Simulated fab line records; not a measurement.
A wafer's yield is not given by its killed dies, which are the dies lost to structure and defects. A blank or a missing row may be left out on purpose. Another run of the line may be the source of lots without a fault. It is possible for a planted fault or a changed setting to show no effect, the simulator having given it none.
Chamber matching :: flow nand harc :: 4 sister chambers for NHARC_A_STAIRCASE_ALD_420 on ald hk-02
The step deposits SiO2, target thk 20 nm, pulse time 6 s, ald cycles 200. 14 wafers are shown with their chamber, then 7 later ones without.

WAFERS, EACH WITH ITS CHAMBER
wafer: L080.3
chamber: 0
heater power w (W): 512
precursor pulse height rel: 1.011

wafer: L080.4
chamber: 2
heater power w (W): 478
precursor pulse height rel: 0.989

wafer: L080.6
chamber: 1
heater power w (W): 482
precursor pulse height rel: 0.999

wafer: L082.1
chamber: 3
heater power w (W): 458
precursor pulse height rel: 1.010

wafer: L082.2
chamber: 1
heater power w (W): 494
precursor pulse height rel: 0.983

wafer: L082.3
chamber: 0
heater power w (W): 487
precursor pulse height rel: 1.012

wafer: L086.1
chamber: 0
heater power w (W): 482
precursor pulse height rel: 0.997

wafer: L086.4
chamber: 2
heater power w (W): 484
precursor pulse height rel: 1.006

wafer: L086.6
chamber: 2
heater power w (W): 493
precursor pulse height rel: 1.009

wafer: L084.1
chamber: 0
heater power w (W): 498
precursor pulse height rel: 1.020

wafer: L084.2
chamber: 2
heater power w (W): 495
precursor pulse height rel: 0.991

wafer: L084.5
chamber: 2
heater power w (W): 493
precursor pulse height rel: 0.967

wafer: L089.1
chamber: 1
heater power w (W): 481
precursor pulse height rel: 1.036

wafer: L089.2
chamber: 3
heater power w (W): 479
precursor pulse height rel: 1.046

SIGNATURES (averages over the wafers above)
reading: heater power w
chamber 0: 494.75
chamber 1: 485.67
chamber 2: 488.60
chamber 3: 468.50
scatter within a chamber: 10.3

reading: precursor pulse height rel
chamber 0: 1.01000
chamber 1: 1.00600
chamber 2: 0.99240
chamber 3: 1.02800
scatter within a chamber: 0.0188
Rule: for a wafer and a chamber, the distance is found by dividing, reading by reading, the gap between the wafer's reading and the chamber's mean by the reading's scatter, squaring, summing and taking the root. The wafer belongs to the nearest chamber; if the next one is less than 2 further off, it can't be placed. How the scatter is found: for the shown wafers, subtract from each reading the mean of its chamber, square and add these, divide the total by (wafers less chambers), then take the root.

WAFERS MISSING THEIR CHAMBER
wafer: L089.4
heater power w (W): 482
precursor pulse height rel: 0.960

wafer: L092.1
heater power w (W): 503
precursor pulse height rel: 0.947

wafer: L092.2
heater power w (W): 482
precursor pulse height rel: 0.970

wafer: L092.3
heater power w (W): 501
precursor pulse height rel: 1.015

wafer: L096.1
heater power w (W): 487
precursor pulse height rel: 0.984

wafer: L096.2
heater power w (W): 466
precursor pulse height rel: 1.045

wafer: L096.5
heater power w (W): 491
precursor pulse height rel: 1.006

THE CHAMBER EACH PASSED THROUGH
wafer: L089.4
from the rows above: can't be placed: 2 or 1 or 0
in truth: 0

wafer: L092.1
from the rows above: can't be placed: 2 or 0 or 1
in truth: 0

wafer: L092.2
from the rows above: can't be placed: 2 or 1 or 0
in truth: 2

wafer: L092.3
from the rows above: can't be placed: 0 or 1 or 2
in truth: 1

wafer: L096.1
from the rows above: can't be placed: 2 or 1 or 0
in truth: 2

wafer: L096.2
from the rows above: can't be placed: 3 or 1
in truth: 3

wafer: L096.5
from the rows above: can't be placed: 0 or 1 or 2
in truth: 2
0 of 7 placed correctly. Not placeable from these rows: 7 (in 7, the candidates include the true chamber). 0 placed wrongly.
